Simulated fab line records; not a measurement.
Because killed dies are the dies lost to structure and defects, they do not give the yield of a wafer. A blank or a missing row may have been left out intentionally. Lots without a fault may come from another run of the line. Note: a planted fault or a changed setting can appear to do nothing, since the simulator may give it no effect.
Matching of chambers || flow n5 finfet || N5_BEOL_M7_DEP_56 on pecvd-02: 3 sister chambers
The step deposits SiCN from 3MS/NH3, target thk 10 nm, time 17.5 s. 6 wafers are shown with their chamber, then 8 later ones without.

== WAFERS WITH THEIR CHAMBER ==
{"wafer": "L078.1", "chamber": 1, "showerhead plenum p Torr (Torr)": 3.670, "throttle valve pct (%)": 9.4}
{"wafer": "L083.1", "chamber": 0, "showerhead plenum p Torr (Torr)": 3.644, "throttle valve pct (%)": 8.4}
{"wafer": "L083.3", "chamber": 1, "showerhead plenum p Torr (Torr)": 3.679, "throttle valve pct (%)": 9.2}
{"wafer": "L084.4", "chamber": 2, "showerhead plenum p Torr (Torr)": 3.638, "throttle valve pct (%)": 9.0}
{"wafer": "L084.6", "chamber": 0, "showerhead plenum p Torr (Torr)": 3.642, "throttle valve pct (%)": 8.3}
{"wafer": "L086.1", "chamber": 2, "showerhead plenum p Torr (Torr)": 3.639, "throttle valve pct (%)": 8.9}

== WAFERS MISSING THEIR CHAMBER ==
{"wafer": "L086.4", "showerhead plenum p Torr (Torr)": 3.681, "throttle valve pct (%)": 8.9}
{"wafer": "L086.5", "showerhead plenum p Torr (Torr)": 3.646, "throttle valve pct (%)": 8.7}
{"wafer": "L092.2", "showerhead plenum p Torr (Torr)": 3.644, "throttle valve pct (%)": 8.5}
{"wafer": "L092.3", "showerhead plenum p Torr (Torr)": 3.639, "throttle valve pct (%)": 9.2}
{"wafer": "L092.6", "showerhead plenum p Torr (Torr)": 3.642, "throttle valve pct (%)": 8.9}
{"wafer": "L096.3", "showerhead plenum p Torr (Torr)": 3.634, "throttle valve pct (%)": 9.0}
{"wafer": "L096.4", "showerhead plenum p Torr (Torr)": 3.669, "throttle valve pct (%)": 9.3}
{"wafer": "L096.5", "showerhead plenum p Torr (Torr)": 3.644, "throttle valve pct (%)": 8.6}

== WHICH CHAMBER EACH WENT THROUGH ==
{"wafer": "L086.4", "from the rows above": 1, "in truth": 1}
{"wafer": "L086.5", "from the rows above": "can't be placed: 2 or 0", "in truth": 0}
{"wafer": "L092.2", "from the rows above": 0, "in truth": 0}
{"wafer": "L092.3", "from the rows above": 2, "in truth": 2}
{"wafer": "L092.6", "from the rows above": 2, "in truth": 2}
{"wafer": "L096.3", "from the rows above": 2, "in truth": 2}
{"wafer": "L096.4", "from the rows above": 1, "in truth": 1}
{"wafer": "L096.5", "from the rows above": "can't be placed: 0 or 2", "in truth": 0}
Correct placement for 6 of the 8. Unplaceable from these rows: 2, with the true chamber sitting among the candidates in 2. Placed wrongly: 0.
How it was worked out, from the rows above alone: a wafer's distance from a chamber is the root of the sum, over the readings, of the square of ((its reading less the chamber's mean) divided by the reading's scatter). The wafer belongs to the nearest chamber; if the next one is less than 2 further off, it can't be placed. A chamber's mean is the mean of its shown wafers. How the scatter is found: for the shown wafers, subtract from each reading the mean of its chamber, square and add these, divide the total by (wafers less chambers), then take the root.
